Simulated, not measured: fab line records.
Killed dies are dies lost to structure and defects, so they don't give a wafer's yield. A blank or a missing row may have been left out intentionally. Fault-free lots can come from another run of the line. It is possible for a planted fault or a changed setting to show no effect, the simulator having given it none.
fab line records | flow n5-finfet
[record] lots = 24 wafers = 72 last-day = 18
route steps=1938 shown BEOL_M6@1210 BEOL_M7@1265
lots with no fault: from the same line, run without faults
start-h: hours from the record's opening day to when the first of the lot's shown wafers began | wait-h: hours from the lot's prior step to this one | " same as the row above | L1.1+2: a single row standing in for several wafers | - value missing, or start not given | * or withheld: withheld | < > ~ a bound
route shown NAME@n: names a module that has steps shown in the file, with the first one's number in the route | usual: mean and standard deviation over wafers with no fault | same: alike in all rows | chamber/n: place in a boat | sites: per-site readings | _std_site: their standard deviation | _edge_site: the outer-site mean with the inner-site mean subtracted | radius-mm: how far each site lies from the wafer's centre | mask NAME#n: copy n | behind: the most recent tool/chamber to have shaped the wafer | hold: what put the lot on hold/how long, in hours/how the hold closed | device: transistor that didn't switch, given as n, p or np | end of line: the route-end tests of the same wafers | for a step that has no rows: nothing shown but its recipe | killed: dies that structure and defects cost at the first sort, which is not the same as the wafer's yield | map: the dies of a wafer, with x for killed, . for not killed, _ for no die there
set.NAME: the run value of the setting; set.NAME@STEP: its run value at that earlier step | model.NAME: the simulator's own value behind a step, which no gauge read
steps of the route over a sample of lots; a table a step, a row a wafer
services: the hour from which a tool's chamber was out of use, counted from the record's first day as start-h (under 0 if before that day), plus the number of hours and why
[[steps]]
[step N5_BEOL_M6_DESCUM_16]
[recipe] chemistry = O2 time-s = 7.9 source-power-w = 50 bias-power-w = 20 pressure-mtorr = 20 rf-frequency-hz = 2.712e+07 temp-c = 40 resist = CAR-ArF o2-flow-sccm = 225
[usual] drypump-motor-current-A = 5.8/0.43 o2-flow-sccm = 225.0/0.65 oes-product-au = 0.78/0.099 rf-vpp-V = 243.4/1.3 showerhead-plenum-p-Torr = 2.10/0.079 throttle-valve-pct = 20.39/0.21
// columns lot.wafer tool chamber start-h wait-h drypump-motor-current-A o2-flow-sccm oes-product-au rf-hours-counter-h rf-vpp-V showerhead-plenum-p-Torr throttle-valve-pct
L074.1 rie-diel-05 3 179.28 0.3 5.1 224.3 0.73 203 242.7 2.07 20.41
L074.3 " 2 " " 5.5 224.7 0.68 240 243.3 1.98 20.48
L074.6 " 0 " " 5.2 224.5 0.75 - 239.9 1.90 20.57
L075.1 rie-diel-01 1 188.49 0.4 6.1 225.5 0.70 198 243.2 2.05 20.48
L075.4 " 2 " " 6.3 225.1 0.68 232 245.1 2.14 20.36
L075.5 " 0 " " 5.4 225.0 0.81 - 243.7 2.12 20.29
L076.2 rie-diel-06 2 206.52 0.4 5.5 225.0 0.68 222 243.0 1.99 20.57
L076.3 " 0 " " 6.0 224.3 0.77 153 245.1 2.20 20.66
L076.6 " 3 " " 5.8 225.3 0.78 - 244.4 2.19 20.54
L077.1 rie-diel-01 2 211.84 0.0 6.3 225.4 0.67 242 245.3 2.14 20.36
L077.2 " 3 " " 5.3 223.6 0.71 229 242.6 2.06 20.39
L077.4 " 0 " " 5.4 224.3 0.79 93 242.9 2.12 20.31
L080.2 rie-diel-01 3 214.48 0.1 5.3 224.9 0.71 230 244.3 2.06 20.39
L080.3 " 2 " " 6.3 224.9 0.67 243 244.5 2.14 20.36
L080.4 " 0 " " 5.4 225.2 0.79 94 243.8 2.12 20.31
L079.1 rie-diel-05 1 219.63 0.0 6.6 225.4 0.95 27 245.4 2.24 20.60
L079.3 " 0 " " 5.2 224.5 0.74 173 240.5 1.90 20.59
L079.5 " 1 " " 6.6 224.9 0.94 - 245.6 2.24 20.59
L078.1 rie-diel-01 3 222.81 0.0 5.3 224.9 0.70 234 242.2 2.06 20.40
L078.2 " 1 " " 6.1 224.4 0.71 211 243.9 2.05 20.50
L078.6 " 3 " " 5.3 226.3 0.70 - 245.0 2.06 20.40
L081.1 rie-diel-01 0 226.21 0.0 5.5 225.0 0.79 98 244.9 2.12 20.31
L081.3 " 1 " " 6.1 226.5 0.70 212 243.4 2.05 20.51
L081.6 " 3 " " 5.3 225.1 0.70 - 242.2 2.06 20.38
L083.3 rie-diel-06 1 237.44 0.0 5.8 224.8 0.95 3 242.3 2.05 20.24
L083.4 " 0 " " 6.0 225.1 0.76 164 244.2 2.20 20.67
L083.5 " 1 " " 5.7 224.2 0.95 - 241.8 2.05 20.23
L082.2 rie-diel-06 2 237.70 0.3 5.6 224.5 0.68 233 243.2 1.99 20.58
L082.3 " 1 " " 5.7 225.2 0.95 4 242.2 2.05 20.21
L082.6 " 0 " " 6.0 225.1 0.75 - 243.6 2.20 20.68
L084.1 rie-diel-01 0 246.87 0.3 5.5 225.8 0.77 107 242.9 2.11 20.31
L084.2 " 1 " " 6.1 226.2 0.69 221 243.6 2.05 20.50
L084.5 " 1 " " 6.1 226.8 0.69 - 243.8 2.05 20.50
L085.2 rie-diel-06 2 247.42 0.7 5.5 225.1 0.68 236 240.5 1.99 20.60
L085.5 " 0 " " 6.0 224.8 0.75 - 245.2 2.20 20.67
L085.6 " 3 " " 5.7 225.2 0.76 - 244.5 2.18 20.56
L086.1 rie-diel-01 2 263.78 0.0 6.4 224.0 0.96 3 243.8 2.13 19.98
L086.2 " 1 " " 6.1 224.4 0.68 228 243.7 2.04 20.52
L086.5 " 0 " " 5.4 224.4 0.77 - 242.9 2.11 20.34
L087.2 rie-diel-01 1 266.27 0.3 6.1 224.9 0.68 230 242.0 2.04 20.53
L087.4 " 0 " " 5.5 225.0 0.77 - 243.3 2.11 20.34
L087.6 " 2 " " 6.3 224.0 0.96 - 245.8 2.13 19.96
L088.1 rie-diel-01 2 271.99 0.3 6.4 224.7 0.95 6 243.7 2.13 19.97
L088.5 " 2 " " 6.3 225.2 0.95 - 245.4 2.13 19.97
L088.6 " 0 " " 5.5 225.0 0.77 - 244.2 2.11 20.36
L089.2 rie-diel-01 0 272.25 0.3 5.4 225.5 0.76 118 244.6 2.11 20.36
L089.4 " 2 " " 6.3 225.1 0.95 - 244.9 2.13 19.96
L089.6 " 1 " " 6.1 224.0 0.69 - 243.2 2.04 20.52
L091.4 rie-diel-01 0 276.24 0.0 5.5 224.5 0.76 - 243.5 2.11 20.36
L091.5 " 1 " " 6.1 226.4 0.68 - 242.0 2.04 20.53
L091.6 " 2 " " 6.3 225.3 0.95 - 244.9 2.13 19.97
L090.1 rie-diel-05 2 280.29 0.1 5.4 224.1 0.91 19 244.8 2.23 20.05
L090.2 " 0 " " 5.3 225.2 0.71 194 240.1 1.89 20.62
L090.6 " 2 " " 5.4 225.2 0.92 - 246.5 2.23 20.07
L092.1 rie-diel-01 2 292.54 0.8 6.3 225.5 0.92 15 243.7 2.13 19.99
L092.2 " 3 " " 5.3 225.3 0.96 4 241.7 2.05 20.04
L092.4 " 1 " " 6.1 225.6 0.68 240 243.8 2.04 20.56
L093.1 rie-diel-06 0 303.11 0.0 6.0 224.5 0.72 190 244.9 2.19 20.72
L093.3 " 3 " " 5.7 224.1 0.75 174 245.3 2.17 20.58
L093.4 " 1 " " 5.8 225.2 0.89 - 242.5 2.04 20.28
L095.2 rie-diel-06 1 306.49 0.0 5.8 225.8 0.88 27 243.3 2.04 20.26
L095.4 " 1 " " 5.8 225.0 0.88 - 241.5 2.04 20.26
L095.5 " 3 " " 5.7 224.7 0.75 - 244.2 2.17 20.60
L094.1 rie-diel-01 0 323.04 0.0 5.5 224.7 0.74 138 243.3 2.10 20.38
L094.3 " 3 " " 5.3 225.6 0.92 14 241.4 2.05 20.07
L094.6 " 3 " " 5.3 224.0 0.92 - 242.0 2.05 20.07
L096.1 rie-diel-05 1 328.53 0.1 6.6 225.3 0.88 65 245.2 2.23 20.64
L096.4 " 0 " " 5.3 224.2 0.71 214 240.6 1.88 20.67
L096.5 " 0 " " 5.3 224.9 0.71 - 238.2 1.88 20.65
L097.1 rie-diel-01 2 332.06 0.7 6.3 225.7 0.89 30 242.9 2.12 20.00
L097.4 " 0 " " 5.5 225.3 0.74 - 243.1 2.10 20.38
L097.6 " 2 " " 6.3 226.1 0.89 - 243.3 2.12 19.98
[step N5_BEOL_M6_CD_MEAS_18]
[recipe] pitch-nm = 80 target-cd-nm = 40
[usual] cd-nm = 40.0/0.57
// columns lot.wafer tool chamber start-h wait-h cd-nm
L074.1 cd-sem-01 - 179.74 0.0 40.5
L074.3 " - " " 39.4
L074.6 " - " " 40.6
L075.1 cd-sem-03 - 188.95 0.0 40.2
L075.4 " - " " 40.4
L075.5 " - " " 40.0
L076.2 cd-sem-02 - 207.00 0.1 40.2
L076.3 " - " " 39.3
L076.6 " - " " 39.9
L077.1 cd-sem-01 - 212.30 0.0 40.0
L077.2 " - " " 40.1
L077.4 " - " " 39.7
L080.2 cd-sem-03 - 215.18 0.1 40.3
L080.3 " - " " 39.2
L080.4 " - " " 40.0
L079.1 cd-sem-03 - 220.08 0.0 40.7
L079.3 " - " " 40.5
L079.5 " - " " 41.2
L078.1 cd-sem-02 - 223.29 0.1 41.1
L078.2 " - " " 41.0
L078.6 " - " " 40.6
L081.1 cd-sem-03 - 226.70 0.0 39.0
L081.3 " - " " 39.8
L081.6 " - " " 39.3
L083.3 cd-sem-01 - 237.98 0.1 39.5
L083.4 " - " " 40.2
L083.5 " - " " 39.4
L082.2 cd-sem-03 - 238.28 0.1 39.8
L082.3 " - " " 40.3
L082.6 " - " " 40.7
L084.1 cd-sem-03 - 247.45 0.0 39.2
L084.2 " - " " 40.0
L084.5 " - " " 39.4
L085.2 cd-sem-03 - 247.88 0.1 39.9
L085.5 " - " " 39.9
L085.6 " - " " 40.3
L086.1 cd-sem-03 - 264.24 0.0 39.8
L086.2 " - " " 39.8
L086.5 " - " " 39.3
L087.2 cd-sem-01 - 266.79 0.1 40.3
L087.4 " - " " 39.7
L087.6 " - " " 39.9
L088.1 cd-sem-01 - 272.45 0.0 40.0
L088.5 " - " " 40.9
L088.6 " - " " 39.3
L089.2 cd-sem-03 - 272.71 0.1 41.0
L089.4 " - " " 40.3
L089.6 " - " " 40.8
L091.4 cd-sem-01 - 276.68 0.1 39.0
L091.5 " - " " 40.1
L091.6 " - " " 39.3
L090.1 cd-sem-01 - 280.76 0.0 39.7
L090.2 " - " " 39.9
L090.6 " - " " 41.1
L092.1 cd-sem-01 - 293.09 0.1 40.0
L092.2 " - " " 40.6
L092.4 " - " " 40.4
L093.1 cd-sem-01 - 303.58 0.1 40.4
L093.3 " - " " 40.7
L093.4 " - " " 40.5
L095.2 cd-sem-01 - 306.95 0.1 39.3
L095.4 " - " " 39.5
L095.5 " - " " 39.0
L094.1 cd-sem-03 - 323.59 0.0 39.6
L094.3 " - " " 39.5
L094.6 " - " " 40.2
L096.1 cd-sem-02 - 329.07 0.1 39.5
L096.4 " - " " 40.5
L096.5 " - " " 39.8
L097.1 cd-sem-03 - 332.74 0.0 40.0
L097.4 " - " " 39.7
L097.6 " - " " 40.6
[step N5_BEOL_M6_ETCH_65]
[recipe] chemistry = CF4 target = SiARC target-depth-a = 156 mask-material = CAR-EUV time-s = 26 ion-energy-ev = 80 pressure-mtorr = 40 source-w = 545 bias-w = 36 Ar_flow_sccm = 100 cf4-flow-sccm = 100 ends = cleared
[usual] drypump-motor-current-A = 5.7/0.44 etch-rf-on-time-s = 26.0/0.62 oes-product-au = 0.67/0.086 rf-vpp-V = 184.1/1.4 showerhead-plenum-p-Torr = 2.14/0.088 throttle-valve-pct = 15.63/0.23
// columns lot.wafer tool chamber start-h wait-h drypump-motor-current-A etch-rf-on-time-s oes-product-au rf-hours-counter-h rf-vpp-V showerhead-plenum-p-Torr throttle-valve-pct
L074.1 rie-diel-05 0 180.25 0.0 5.3 26.4 0.64 155 182.3 1.97 15.85
L074.3 " 1 " " 6.6 25.5 0.83 9 186.2 2.29 15.62
L074.6 " 3 " " 5.1 26.2 0.62 - 183.6 2.13 15.70
L075.1 rie-diel-06 3 192.15 0.0 5.7 26.4 0.67 134 184.3 2.24 15.73
L075.4 " 2 " " 5.6 25.5 0.60 217 184.2 2.03 15.70
L075.5 " 2 " " 5.6 25.6 0.60 - 184.0 2.03 15.70
L076.2 rie-diel-05 0 207.48 0.0 5.3 26.0 0.64 167 180.8 1.97 15.87
L076.3 " 3 " " 5.1 25.9 0.62 214 183.4 2.13 15.73
L076.6 " 0 " " 5.3 26.2 0.64 - 183.6 1.97 15.88
L077.1 rie-diel-01 2 212.82 0.0 6.3 25.6 0.59 242 184.7 2.19 15.67
L077.2 " 0 " " 5.5 26.2 0.67 93 185.8 2.15 15.39
L077.4 " 1 " " 6.1 26.7 0.60 208 184.3 2.13 15.96
L080.2 rie-diel-01 0 217.27 0.0 5.5 26.2 0.66 95 184.7 2.15 15.39
L080.3 " 1 " " 6.1 26.8 0.59 209 184.3 2.13 15.96
L080.4 " 2 " " 6.3 25.7 0.58 244 185.5 2.18 15.68
L079.1 rie-diel-05 3 221.36 0.0 5.1 26.3 0.60 221 184.2 2.13 15.75
L079.3 " 0 " " 5.3 26.3 0.63 - 182.3 1.97 15.87
L079.5 " 3 " " 5.1 26.2 0.61 - 182.2 2.13 15.72
L078.1 rie-diel-01 3 224.22 0.0 5.3 26.1 0.60 234 183.8 2.11 15.69
L078.2 " 0 " " 5.4 26.2 0.67 97 184.8 2.15 15.39
L078.6 " 0 " " 5.5 26.1 0.66 - 183.9 2.15 15.39
L081.1 rie-diel-01 1 227.41 0.0 6.1 27.2 0.60 212 183.9 2.13 15.95
L081.3 " 2 " " 6.4 25.8 0.58 247 183.3 2.18 15.68
L081.6 " 1 " " 6.1 26.8 0.60 - 185.2 2.13 15.97
L083.3 rie-diel-01 3 239.73 0.0 5.3 26.0 0.60 240 185.7 2.11 15.70
L083.4 " 1 " " 6.1 27.0 0.59 - 182.8 2.13 15.97
L083.5 " 3 " " 5.3 26.0 0.60 - 183.4 2.11 15.69
L082.2 rie-diel-06 3 240.22 0.0 5.8 26.4 0.65 149 185.9 2.23 15.76
L082.3 " 1 " " 5.8 25.2 0.81 5 184.7 2.13 15.53
L082.6 " 1 " " 5.8 25.2 0.80 - 183.9 2.13 15.52
L084.1 rie-diel-05 0 248.32 0.0 5.3 26.2 0.63 184 180.1 1.96 15.90
L084.2 " 2 " " 5.5 25.8 0.80 7 187.2 2.28 15.23
L084.5 " 2 " " 5.5 25.5 0.82 - 185.4 2.28 15.24
L085.2 rie-diel-06 0 248.70 0.0 6.0 26.7 0.64 169 184.2 2.21 15.64
L085.5 " 2 " " 5.6 25.4 0.59 - 183.6 2.03 15.74
L085.6 " 3 " " 5.7 26.1 0.66 - 185.5 2.23 15.77
L086.1 rie-diel-06 0 265.66 0.0 6.0 26.9 0.63 174 185.3 2.21 15.63
L086.2 " 1 " " 5.7 25.1 0.79 13 185.1 2.12 15.55
L086.5 " 1 " " 5.7 25.0 0.79 - 184.2 2.12 15.56
L087.2 rie-diel-05 1 267.31 0.0 6.6 25.6 0.77 41 185.6 2.28 15.70
L087.4 " 3 " " 5.1 26.6 0.59 239 182.6 2.12 15.78
L087.6 " 1 " " 6.6 25.7 0.77 - 187.8 2.28 15.69
L088.1 rie-diel-01 0 273.92 0.0 5.4 26.9 0.64 119 185.2 2.14 15.46
L088.5 " 0 " " 5.5 26.6 0.64 - 185.0 2.14 15.42
L088.6 " 1 " " 6.1 26.9 0.58 - 183.8 2.12 16.01
L089.2 rie-diel-06 2 274.10 0.0 5.6 25.2 0.59 245 183.8 2.02 15.75
L089.4 " 1 " " 5.7 24.9 0.78 16 184.1 2.12 15.56
L089.6 " 2 " " 5.6 25.3 0.59 - 182.5 2.02 15.75
L091.4 rie-diel-06 3 278.33 0.0 5.7 26.7 0.64 162 185.7 2.23 15.78
L091.5 " 2 " " 5.6 25.6 0.58 - 182.7 2.02 15.77
L091.6 " 1 " " 5.8 25.2 0.77 - 184.0 2.12 15.55
L090.1 rie-diel-01 3 282.88 0.0 5.3 25.6 0.86 0 183.5 2.11 15.21
L090.2 " 0 " " 5.5 26.5 0.64 123 184.8 2.14 15.44
L090.6 " 0 " " 5.5 26.4 0.65 - 184.4 2.14 15.45
L092.1 rie-diel-05 3 293.60 0.0 5.1 26.8 0.59 248 184.4 2.12 15.80
L092.2 " 2 " " 5.5 26.2 0.76 24 184.2 2.27 15.26
L092.4 " 0 " " 5.3 26.7 0.61 199 181.1 1.96 15.91
L093.1 rie-diel-06 0 304.20 0.0 6.0 27.3 0.61 191 185.7 2.20 15.66
L093.3 " 3 " " 5.7 26.3 0.64 175 184.4 2.22 15.80
L093.4 " 0 " " 6.0 27.1 0.61 - 183.6 2.20 15.67
L095.2 rie-diel-01 1 309.31 0.0 6.1 27.1 0.57 247 183.7 2.12 16.03
L095.4 " 3 " " 5.3 25.8 0.80 9 184.1 2.11 15.24
L095.5 " 0 " " 5.5 26.5 0.63 - 185.5 2.14 15.46
L094.1 rie-diel-05 0 324.28 0.0 5.3 26.2 0.60 212 180.8 1.96 15.95
L094.3 " 3 " " 5.1 25.6 0.85 2 184.9 2.12 15.30
L094.6 " 3 " " 5.1 25.7 0.85 - 182.8 2.12 15.28
L096.1 rie-diel-05 1 331.11 0.0 6.6 24.8 0.75 66 185.5 2.27 15.72
L096.4 " 3 " " 5.1 25.7 0.84 5 184.6 2.11 15.30
L096.5 " 1 " " 6.6 24.9 0.75 - 184.5 2.27 15.74
L097.1 rie-diel-01 3 334.84 0.0 5.3 25.9 0.77 17 182.6 2.10 15.26
L097.4 " 0 " " 5.4 26.8 0.62 - 185.0 2.14 15.49
L097.6 " 2 " " 6.4 25.3 0.77 - 184.2 2.17 15.23
[step N5_BEOL_M6_CURE_75]
[recipe] temp-c = 370 time-s = 120 ambient = DMADMS/He material = SiCOH_lowk
[usual] lamp-power-pct = 52.31/0.053 wafer_temp_C_max = 371.8/0.68
// columns lot.wafer tool chamber start-h wait-h lamp-power-pct wafer_temp_C_max
L074.1 uv-cure-03 2 180.83 0.0 52.30 372.6
L074.3 " 2 " " 52.30 373.4
L074.6 " 2 " " 52.24 373.0
L075.1 uv-cure-03 0 192.73 0.0 52.32 371.7
L075.4 " 0 " " 52.28 371.1
L075.5 " 0 " " 52.18 371.5
L076.2 uv-cure-03 0 208.10 0.1 52.30 371.0
L076.3 " 0 " " 52.29 371.7
L076.6 " 0 " " 52.29 371.5
L077.1 uv-cure-01 2 213.39 0.0 52.32 370.9
L077.2 " 2 " " 52.29 371.2
L077.4 " 2 " " 52.31 371.0
L080.2 uv-cure-03 0 217.91 0.1 52.26 371.4
L080.3 " 0 " " 52.26 371.5
L080.4 " 0 " " 52.26 371.3
L079.1 uv-cure-01 0 222.10 0.0 52.44 371.6
L079.3 " 0 " " 52.35 371.4
L079.5 " 0 " " 52.32 371.7
L078.1 uv-cure-03 0 224.88 0.1 52.42 371.3
L078.2 " 0 " " 52.31 371.1
L078.6 " 0 " " 52.39 371.4
L081.1 uv-cure-03 2 228.28 0.3 52.32 373.3
L081.3 " 2 " " 52.30 372.9
L081.6 " 2 " " 52.29 372.8
L083.3 uv-cure-01 1 240.41 0.1 52.28 371.6
L083.4 " 1 " " 52.39 371.1
L083.5 " 1 " " 52.18 370.9
L082.2 uv-cure-03 0 240.84 0.1 52.28 372.0
L082.3 " 0 " " 52.25 371.8
L082.6 " 0 " " 52.29 371.8
L084.1 uv-cure-02 0 248.89 0.0 52.31 372.4
L084.2 " 0 " " 52.27 372.6
L084.5 " 0 " " 52.27 372.4
L085.2 uv-cure-02 1 249.33 0.1 52.34 371.3
L085.5 " 1 " " 52.24 371.6
L085.6 " 1 " " 52.43 371.5
L086.1 uv-cure-02 0 266.24 0.0 52.38 372.6
L086.2 " 0 " " 52.31 372.2
L086.5 " 0 " " 52.23 372.9
L087.2 uv-cure-02 1 267.93 0.1 52.27 371.3
L087.4 " 1 " " 52.27 371.3
L087.6 " 1 " " 52.23 372.0
L088.1 uv-cure-01 0 274.49 0.0 52.19 371.7
L088.5 " 0 " " 52.29 371.3
L088.6 " 0 " " 52.35 371.1
L089.2 uv-cure-02 0 274.82 0.1 52.29 372.8
L089.4 " 0 " " 52.27 373.3
L089.6 " 0 " " 52.30 371.9
L091.4 uv-cure-01 1 279.05 0.2 52.29 371.4
L091.5 " 1 " " 52.35 372.1
L091.6 " 1 " " 52.30 371.3
L090.1 uv-cure-02 2 283.45 0.0 52.35 371.4
L090.2 " 2 " " 52.25 371.7
L090.6 " 2 " " 52.37 371.3
L092.1 uv-cure-02 0 294.17 0.0 52.23 372.1
L092.2 " 0 " " 52.38 372.1
L092.4 " 0 " " 52.35 371.6
L093.1 uv-cure-02 2 304.77 0.0 52.28 371.4
L093.3 " 2 " " 52.28 371.3
L093.4 " 2 " " 52.29 371.2
L095.2 uv-cure-01 0 309.93 0.1 52.30 371.0
L095.4 " 0 " " 52.35 371.9
L095.5 " 0 " " 52.30 371.5
L094.1 uv-cure-02 1 324.85 0.0 52.25 371.0
L094.3 " 1 " " 52.32 371.0
L094.6 " 1 " " 52.34 371.4
L096.1 uv-cure-02 2 331.68 0.0 52.34 371.5
L096.4 " 2 " " 52.32 371.6
L096.5 " 2 " " 52.35 371.8
L097.1 uv-cure-03 2 335.41 0.0 52.31 372.8
L097.4 " 2 " " 52.24 372.4
L097.6 " 2 " " 52.35 373.3
[step N5_BEOL_M6_SPUTTER_48]
[recipe] material = Cu target-thk-a = 100 temp-c = -20 bias-v = 60 power-w = 26000 chamber-pressure-pa = 0.13 time-s = 1.667
[usual] chamber-pressure-pa = 0.13/0.00026 throttle-valve-pct = 30.0/1.3
// columns lot.wafer tool chamber start-h wait-h chamber-pressure-pa throttle-valve-pct
L074.1 pvd-sputter-01 - 183.55 0.1 0.13005 29.7
L074.3 " - " " 0.13013 30.5
L074.6 " - " " 0.12968 30.6
L075.1 pvd-sputter-02 - 193.68 0.1 0.13018 28.8
L075.4 " - " " 0.13003 28.7
L075.5 " - " " 0.12976 30.7
L076.2 pvd-sputter-03 - 211.04 1.5 0.12966 28.8
L076.3 " - " " 0.13035 31.8
L076.6 " - " " 0.12988 31.0
L077.1 pvd-sputter-01 - 217.95 0.1 0.12996 29.5
L077.2 " - " " 0.12979 28.9
L077.4 " - " " 0.13008 30.1
L080.2 pvd-sputter-01 - 221.51 1.6 0.12979 30.3
L080.3 " - " " 0.13014 29.3
L080.4 " - " " 0.13042 30.0
L079.1 pvd-sputter-02 - 223.21 0.1 0.12989 32.6
L079.3 " - " " 0.13026 28.5
L079.5 " - " " 0.12975 29.4
L078.1 pvd-sputter-01 - 225.87 0.1 0.12949 29.2
L078.2 " - " " 0.1298 29.7
L078.6 " - " " 0.13006 30.5
L081.1 pvd-sputter-01 - 232.96 1.6 0.13013 30.3
L081.3 " - " " 0.12989 30.1
L081.6 " - " " 0.12982 30.2
L083.3 pvd-sputter-03 - 241.66 0.1 0.13007 28.4
L083.4 " - " " 0.12952 27.6
L083.5 " - " " 0.12991 31.5
L082.2 pvd-sputter-01 - 242.63 0.1 0.13043 30.5
L082.3 " - " " 0.13023 30.0
L082.6 " - " " 0.13022 30.0
L084.1 pvd-sputter-03 - 250.09 0.2 0.13038 31.2
L084.2 " - " " 0.1301 28.4
L084.5 " - " " 0.13003 27.9
L085.2 pvd-sputter-01 - 250.63 0.3 0.12967 29.7
L085.5 " - " " 0.12987 29.5
L085.6 " - " " 0.13053 30.4
L086.1 pvd-sputter-02 - 267.85 0.3 0.13057 32.4
L086.2 " - " " 0.13031 29.1
L086.5 " - " " 0.13008 31.0
L087.2 pvd-sputter-03 - 270.75 1.8 0.12975 27.9
L087.4 " - " " 0.12974 28.5
L087.6 " - " " 0.1298 28.8
L088.1 pvd-sputter-03 - 276.17 0.2 0.12975 31.0
L088.5 " - " " 0.13017 27.6
L088.6 " - " " 0.12959 28.9
L089.2 pvd-sputter-02 - 276.19 0.1 0.12989 32.8
L089.4 " - " " 0.13018 29.1
L089.6 " - " " 0.13018 28.5
L091.4 pvd-sputter-02 - 280.43 0.0 0.12986 32.6
L091.5 " - " " 0.12975 31.0
L091.6 " - " " 0.12995 28.2
L090.1 pvd-sputter-02 - 284.65 0.1 0.12977 31.1
L090.2 " - " " 0.13025 32.6
L090.6 " - " " 0.13006 32.6
L092.1 pvd-sputter-02 - 295.25 0.2 0.13021 32.4
L092.2 " - " " 0.12988 29.3
L092.4 " - " " 0.12995 30.9
L093.1 pvd-sputter-02 - 305.86 0.2 0.12985 28.4
L093.3 " - " " 0.13017 31.1
L093.4 " - " " 0.13 29.1
L095.2 pvd-sputter-02 - 311.12 0.1 0.1301 31.0
L095.4 " - " " 0.12996 32.7
L095.5 " - " " 0.13032 28.5
L094.1 pvd-sputter-02 - 328.23 0.1 0.12993 28.4
L094.3 " - " " 0.13031 31.1
L094.6 " - " " 0.13052 30.8
L096.1 pvd-sputter-01 - 333.21 0.1 0.13013 29.8
L096.4 " - " " 0.12947 29.2
L096.5 " - " " 0.12987 29.9
L097.1 pvd-sputter-03 - 336.88 0.1 0.12979 31.7
L097.4 " - " " 0.1304 27.9
L097.6 " - " " 0.12987 31.5
[step N5_BEOL_M7_THK_MEAS_01]
[recipe] reads = SiCOH_lowk_of_BEOL_M7_ILD_DEP_00
[usual] M7_ILD_THK = 153.9/2.5
// columns lot.wafer tool chamber start-h wait-h M7_ILD_THK[nm]
L074.1 film-metro-02 - 185.12 0.4 156.1
L074.3 " - " " 156.1
L074.6 " - " " 154.9
L075.1 film-metro-01 - 195.42 0.4 157.4
L075.4 " - " " 159.6
L075.5 " - " " 159.2
L076.2 film-metro-02 - 212.74 0.4 157.0
L076.3 " - " " 157.0
L076.6 " - " " 153.8
L077.1 film-metro-02 - 220.09 0.8 152.3
L077.2 " - " " 152.9
L077.4 " - " " 156.2
L080.2 film-metro-02 - 223.11 0.4 154.1
L080.3 " - " " 150.3
L080.4 " - " " 156.0
L079.1 film-metro-02 - 224.92 0.4 150.9
L079.3 " - " " 152.9
L079.5 " - " " 155.0
L078.1 film-metro-01 - 228.32 0.4 155.8
L078.2 " - " " 151.7
L078.6 " - " " 154.8
L081.1 film-metro-01 - 234.79 0.4 152.6
L081.3 " - " " 151.1
L081.6 " - " " 156.5
L083.3 film-metro-01 - 243.39 0.3 153.9
L083.4 " - " " 157.9
L083.5 " - " " 154.5
L082.2 film-metro-02 - 244.35 0.4 153.5
L082.3 " - " " 149.2
L082.6 " - " " 154.8
L084.1 film-metro-02 - 252.05 0.4 154.3
L084.2 " - " " 151.1
L084.5 " - " " 156.9
L085.2 film-metro-02 - 252.56 0.4 150.6
L085.5 " - " " 155.4
L085.6 " - " " 152.3
L086.1 film-metro-01 - 269.80 0.4 151.2
L086.2 " - " " 153.9
L086.5 " - " " 156.5
L087.2 film-metro-02 - 272.34 0.4 154.3
L087.4 " - " " 154.4
L087.6 " - " " 152.3
L088.1 film-metro-02 - 277.74 0.4 151.4
L088.5 " - " " 157.7
L088.6 " - " " 157.2
L089.2 film-metro-01 - 278.01 0.4 151.1
L089.4 " - " " 154.4
L089.6 " - " " 154.1
L091.4 film-metro-01 - 282.42 0.2 155.7
L091.5 " - " " 157.3
L091.6 " - " " 157.2
L090.1 film-metro-02 - 286.35 0.4 151.3
L090.2 " - " " 149.6
L090.6 " - " " 153.8
L092.1 film-metro-02 - 296.85 0.4 150.6
L092.2 " - " " 155.6
L092.4 " - " " 154.3
L093.1 film-metro-02 - 307.65 0.4 149.8
L093.3 " - " " 149.7
L093.4 " - " " 151.6
L095.2 film-metro-01 - 313.05 0.4 151.0
L095.4 " - " " 152.6
L095.5 " - " " 152.0
L094.1 film-metro-02 - 330.30 0.8 151.0
L094.3 " - " " 150.9
L094.6 " - " " 154.4
L096.1 film-metro-01 - 334.95 0.4 152.5
L096.4 " - " " 152.4
L096.5 " - " " 156.5
L097.1 film-metro-02 - 338.97 0.8 154.4
L097.4 " - " " 155.0
L097.6 " - " " 155.0
[[services]]
// columns tool chamber start-h hours kind
rie-diel-06 3 159.99 6.8 repair
rie-diel-06 1 211.69 - clean
rie-diel-06 1 211.69 - consumable-replace:focus-ring
rie-diel-06 1 211.69 15.6 scheduled-down
rie-diel-05 1 221.26 6.6 repair
rie-diel-01 2 235.67 - clean
rie-diel-01 2 235.67 - consumable-replace:focus-ring
rie-diel-01 2 235.67 13.8 scheduled-down
rie-diel-01 2 235.67 13.8 vent-cycle
rie-diel-01 2 252.91 7.8 repair
rie-diel-01 3 260.69 - clean
rie-diel-01 3 260.69 - consumable-replace:focus-ring
rie-diel-01 3 260.69 22.1 scheduled-down
rie-diel-01 3 260.69 22.1 vent-cycle
uv-cure-03 - 278.67 7.5 pm
uv-cure-01 - 293.82 5.0 pm
pvd-sputter-01 - 297.03 20.4 repair
rie-diel-06 3 309.61 11.3 repair
rie-diel-01 1 318.59 - clean
rie-diel-01 1 318.59 - consumable-replace:focus-ring
rie-diel-01 1 318.59 20.4 scheduled-down
rie-diel-01 1 318.59 20.4 vent-cycle
rie-diel-01 3 331.39 3.3 repair
pvd-sputter-02 - 335.00 4.1 repair
[[key]]
fault none
